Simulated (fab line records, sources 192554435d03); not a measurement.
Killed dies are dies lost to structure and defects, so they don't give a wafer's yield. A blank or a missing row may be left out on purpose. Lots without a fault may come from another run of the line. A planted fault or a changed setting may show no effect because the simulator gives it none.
Chamber matching | flow n5_finfet | N5_BEOL_M6_ALD_77 on ald_metal-01: 4 sister chambers
The step deposits TaN, target thk 2 nm, pulse time 2 s, purge time 3 s. 18 wafers are shown with their chamber, then 9 later ones without.

WAFERS WITH THEIR CHAMBER
wafer  | chamber | heater_power_w (W)
L074.2 | 2       | 612
L074.5 | 1       | 379
L074.6 | 0       | 460
L075.1 | 2       | 610
L075.2 | 1       | 374
L075.4 | 0       | 453
L076.1 | 2       | 616
L076.2 | 0       | 457
L076.4 | 3       | 456
L078.1 | 3       | 453
L078.3 | 2       | 600
L078.5 | 1       | 379
L079.3 | 1       | 378
L079.4 | 2       | 611
L079.6 | 3       | 448
L084.1 | 1       | 365
L084.2 | 2       | 589
L084.5 | 2       | 597

SIGNATURES (means of the wafers above)
reading        | chamber 0 | chamber 1 | chamber 2 | chamber 3 | scatter within a chamber
heater_power_w | 456.67    | 375.00    | 605.00    | 452.33    | 7.44
Rule: a wafer's distance from a chamber is the root of the sum, over the readings, of the square of ((its reading less the chamber's mean) divided by the reading's scatter). The wafer belongs to the nearest chamber; if the next one is less than 2 further off, it can't be placed. The scatter: the root of (the sum of the squares of (reading less its chamber's mean) over the shown wafers, divided by (wafers less chambers)).

WAFERS WITHOUT THEIR CHAMBER
wafer  | heater_power_w (W)
L090.1 | 600
L090.3 | 442
L090.6 | 461
L093.1 | 592
L093.4 | 449
L093.6 | 592
L094.3 | 371
L094.5 | 594
L094.6 | 381

WHICH CHAMBER EACH WENT THROUGH
wafer  | from the rows above     | in truth
L090.1 | 2                       | 2
L090.3 | can't be placed: 3 or 0 | 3
L090.6 | can't be placed: 0 or 3 | 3
L093.1 | 2                       | 2
L093.4 | can't be placed: 3 or 0 | 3
L093.6 | 2                       | 2
L094.3 | 1                       | 1
L094.5 | 2                       | 2
L094.6 | 1                       | 1
Placed correctly: 6 of 9. Can't be placed from these rows: 3 (the true chamber is among the candidates in 3). Placed wrongly: 0.
